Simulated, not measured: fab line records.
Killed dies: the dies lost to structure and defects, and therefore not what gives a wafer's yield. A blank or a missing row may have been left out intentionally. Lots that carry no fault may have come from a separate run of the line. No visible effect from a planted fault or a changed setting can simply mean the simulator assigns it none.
Chamber matching || flow n5 finfet || N5_GATE_CUT_ETCH_36 on rie diel-02 has 4 sister chambers
The step etches SiARC in CF4, target depth 13 nm, time 21.7 s. 8 wafers are shown with their chamber, then 7 later ones without.

WAFERS WITH THEIR CHAMBER
{"wafer": "L079.1", "chamber": 2, "drypump motor current A (A)": 5.1, "showerhead plenum p Torr (Torr)": 2.24}
{"wafer": "L090.4", "chamber": 2, "drypump motor current A (A)": 5.1, "showerhead plenum p Torr (Torr)": 2.23}
{"wafer": "L090.5", "chamber": 1, "drypump motor current A (A)": 6.1, "showerhead plenum p Torr (Torr)": 2.15}
{"wafer": "L092.4", "chamber": 0, "drypump motor current A (A)": 6.6, "showerhead plenum p Torr (Torr)": 2.02}
{"wafer": "L092.5", "chamber": 0, "drypump motor current A (A)": 6.6, "showerhead plenum p Torr (Torr)": 2.02}
{"wafer": "L093.4", "chamber": 1, "drypump motor current A (A)": 6.0, "showerhead plenum p Torr (Torr)": 2.14}
{"wafer": "L094.1", "chamber": 3, "drypump motor current A (A)": 5.6, "showerhead plenum p Torr (Torr)": 2.20}
{"wafer": "L094.5", "chamber": 3, "drypump motor current A (A)": 5.6, "showerhead plenum p Torr (Torr)": 2.20}

WAFERS WHOSE CHAMBER IS MISSING
{"wafer": "L094.6", "drypump motor current A (A)": 5.1, "showerhead plenum p Torr (Torr)": 2.23}
{"wafer": "L096.1", "drypump motor current A (A)": 5.6, "showerhead plenum p Torr (Torr)": 2.20}
{"wafer": "L096.3", "drypump motor current A (A)": 6.6, "showerhead plenum p Torr (Torr)": 2.02}
{"wafer": "L096.6", "drypump motor current A (A)": 5.1, "showerhead plenum p Torr (Torr)": 2.23}
{"wafer": "L097.1", "drypump motor current A (A)": 5.1, "showerhead plenum p Torr (Torr)": 2.23}
{"wafer": "L097.2", "drypump motor current A (A)": 5.6, "showerhead plenum p Torr (Torr)": 2.20}
{"wafer": "L097.4", "drypump motor current A (A)": 6.5, "showerhead plenum p Torr (Torr)": 2.02}

WHICH CHAMBER EACH WENT THROUGH
{"wafer": "L094.6", "from the rows above": 2, "in truth": 2}
{"wafer": "L096.1", "from the rows above": 3, "in truth": 3}
{"wafer": "L096.3", "from the rows above": 0, "in truth": 0}
{"wafer": "L096.6", "from the rows above": 2, "in truth": 2}
{"wafer": "L097.1", "from the rows above": 2, "in truth": 2}
{"wafer": "L097.2", "from the rows above": 3, "in truth": 3}
{"wafer": "L097.4", "from the rows above": 0, "in truth": 0}
7 of 7 placed correctly. Number that these rows cannot place: 0. Number placed wrongly: 0.
How it was worked out, from the rows above alone: a wafer's distance from a chamber is the root of the sum, over the readings, of the square of ((its reading less the chamber's mean) divided by the reading's scatter). The wafer belongs to the nearest chamber; if the next one is less than 2 further off, it can't be placed. For every chamber, the mean is computed from those of its wafers that are shown. The scatter: the root of (the sum of the squares of (reading less its chamber's mean) over the shown wafers, divided by (wafers less chambers)).
